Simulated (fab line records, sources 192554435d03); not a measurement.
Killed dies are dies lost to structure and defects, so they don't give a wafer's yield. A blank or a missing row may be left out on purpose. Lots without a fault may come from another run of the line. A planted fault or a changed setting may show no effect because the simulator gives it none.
Split-lot experiment | flow n5_finfet | 7 lots, 21 wafers read, on a route of 1938 steps

THE SPLIT
At N5_BEOL_M13_TRENCH_ETCH_34 (etches SiOC in C4F8/O2/Ar, target depth 413.47 nm, time 162.6 s), the setting time_s was moved away from the recipe's 162.6 s on 6 of the 21 wafers read, by -17.9% to +19.9%. The other wafers ran this setting at the recipe's value.

FROM THE SPLIT TO THE READING: what the file shows between them, 11 steps
- N5_BEOL_M13_STRIP_70: strips in C4F8/O2/Ar
- N5_BEOL_M13_OCD_MEAS_35
- N5_BEOL_M13_SPUTTER_43: material TaN, target thk 15 nm, time 24.19 s (also split here: time_s)
- N5_BEOL_M13_SPUTTER_44: material Ta, target thk 10 nm, time 16.13 s (also split here: time_s)
- N5_BEOL_M13_SPUTTER_45: material Cu, target thk 80 nm, time 13.33 s
- N5_BEOL_M13_ECD_47: material Cu, target thk 936 nm
- N5_BEOL_M13_ANNEAL_48: time 90 s
- N5_BEOL_M13_CMP_49: polishes, stops on SiOC, t overpolish 17.1 s, target thk 420 nm
- N5_BEOL_M13_THK_MEAS_50: measures by xrf
- N5_BEOL_M13_PRE_CLEAN_52: time 15 s
- N5_BEOL_M13_DEP_53: deposits SiCN from 3MS/NH3, target thk 50 nm, time 17.8 s

THE READING
M13_RS, in ohm/sq, at N5_BEOL_M13_RS_MEAS_54 (measures by four-point-probe). Fault-free wafers of this fab line usually give 0.0448 ohm/sq, standard deviation 0.00072 ohm/sq.

wafer  | tool, chamber at the split | time_s as run, s | against the recipe | M13_RS, ohm/sq | against lot-mates on the recipe
L076.2 | rie_diel-02, 0             | 162.6            | recipe             | 0.0453         | -
L076.3 | rie_diel-02, 1             | 184.3            | +13.3%             | 0.0391         | -0.0058
L076.4 | rie_diel-02, 2             | 162.6            | recipe             | 0.0445         | -
L081.1 | rie_diel-02, 0             | 162.6            | recipe             | 0.0453         | -
L081.4 | rie_diel-02, 1             | 162.6            | recipe             | 0.0444         | -
L081.5 | rie_diel-02, 1             | 162.6            | recipe             | 0.0444         | -
L083.1 | rie_diel-06, 1             | 133.5            | -17.9%             | 0.0545         | +0.0116
L083.2 | rie_diel-06, 3             | 162.6            | recipe             | 0.0429         | -
L083.5 | rie_diel-06, 0             | 133.5            | -17.9%             | 0.0541         | +0.0112
L091.1 | rie_diel-06, 1             | 162.6            | recipe             | 0.0445         | -
L091.3 | rie_diel-06, 2             | 135.8            | -16.5%             | 0.0550         | +0.0108
L091.6 | rie_diel-06, 3             | 162.6            | recipe             | 0.0440         | -
L090.4 | rie_diel-02, 3             | 162.6            | recipe             | 0.0460         | -
L090.5 | rie_diel-02, 2             | 162.6            | recipe             | 0.0447         | -
L090.6 | rie_diel-02, 1             | 194.9            | +19.9%             | 0.0373         | -0.0081
L093.1 | rie_diel-06, 0             | 162.6            | recipe             | 0.0442         | -
L093.3 | rie_diel-06, 3             | 162.6            | recipe             | 0.0442         | -
L093.6 | rie_diel-06, 2             | 162.6            | recipe             | 0.0459         | -
L095.1 | rie_diel-02, 3             | 162.6            | recipe             | 0.0464         | -
L095.5 | rie_diel-02, 0             | 190.8            | +17.3%             | 0.0379         | -0.0087
L095.6 | rie_diel-02, 3             | 162.6            | recipe             | 0.0468         | -

THE FIT
A straight line over all 21 wafers: M13_RS changes by -0.000477 ohm/sq for each +1% of time_s; r = -0.97; the points scatter about the line by 0.0011 ohm/sq.
The same after taking each lot's own level away (the mean of its wafers on the recipe; 21 wafers): -0.000545 ohm/sq for each +1%; r = -0.98; scatter 0.00098 ohm/sq.
On that fit, the largest move of time_s shifts the reading by 0.011 ohm/sq.
The lots' own levels span 0.04290 to 0.04660 ohm/sq, that is 5.1 times the standard deviation above.
So the lot-to-lot level changes the slope: the two fits differ.
Check: with one of the wafers moved furthest among these (+19.9%) left out of the fit, the line predicts -0.0112 ohm/sq for it against its lot-mates. It came out at -0.00805 ohm/sq against them.

OTHER SPLITS ON THESE WAFERS
These wafers also went through other splits before the reading. Each is held against what the fit with the lots' levels taken away leaves over:
other split on the same wafers   | wafers away from the commonest value | r with M13_RS (lot level and that fit taken away)
N5_BEOL_M9_ETCH_66 time_s        | 5                                    | +0.22
N5_BEOL_M9_TRENCH_ETCH_37 bias_w | 8                                    | -0.38
N5_BEOL_M10_PECVD_70 time_s      | 8                                    | -0.02
N5_BEOL_M11_ETCH_66 time_s       | 5                                    | +0.28
N5_BEOL_M11_ETCH_41 time_s       | 2                                    | -0.09
N5_BEOL_M13_SPUTTER_43 time_s    | 7                                    | -0.38
N5_BEOL_M13_SPUTTER_44 time_s    | 4                                    | -0.17

THE WHOLE CHAIN: every reading that the file lists as answering this split, in the file's order
step                       | what it does                                                    | reading                                                                       | change (the file's fit)               | r (the file's)
N5_BEOL_M13_TRENCH_ETCH_34 | etches SiOC in C4F8/O2/Ar, target depth 413.47 nm, time 162.6 s | etch.depth_nm (the simulator's own value, which no gauge read)                | +4.76 nm for each +1% of the setting  | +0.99
N5_BEOL_M13_OCD_MEAS_35    |                                                                 | trench_depth_nm                                                               | +4.77 nm for each +1% of the setting  | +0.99
N5_BEOL_M13_CMP_49         | polishes, stops on SiOC, t overpolish 17.1 s, target thk 420 nm | Cu_of_BEOL_M13_ECD_47.thk_nm (the simulator's own value, which no gauge read) | +4.77 nm for each +1% of the setting  | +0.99
N5_BEOL_M13_THK_MEAS_50    | measures by xrf                                                 | M13_THK                                                                       | +4.77 for each +1% of the setting     | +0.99
N5_BEOL_M13_RS_MEAS_54     | measures by four-point-probe                                    | M13_RS                                                                        | -0.000524 for each +1% of the setting | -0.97

THE FILE'S OWN FIT
M13_RS changes by -0.000524 ohm/sq for each +1% of time_s, r = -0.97.
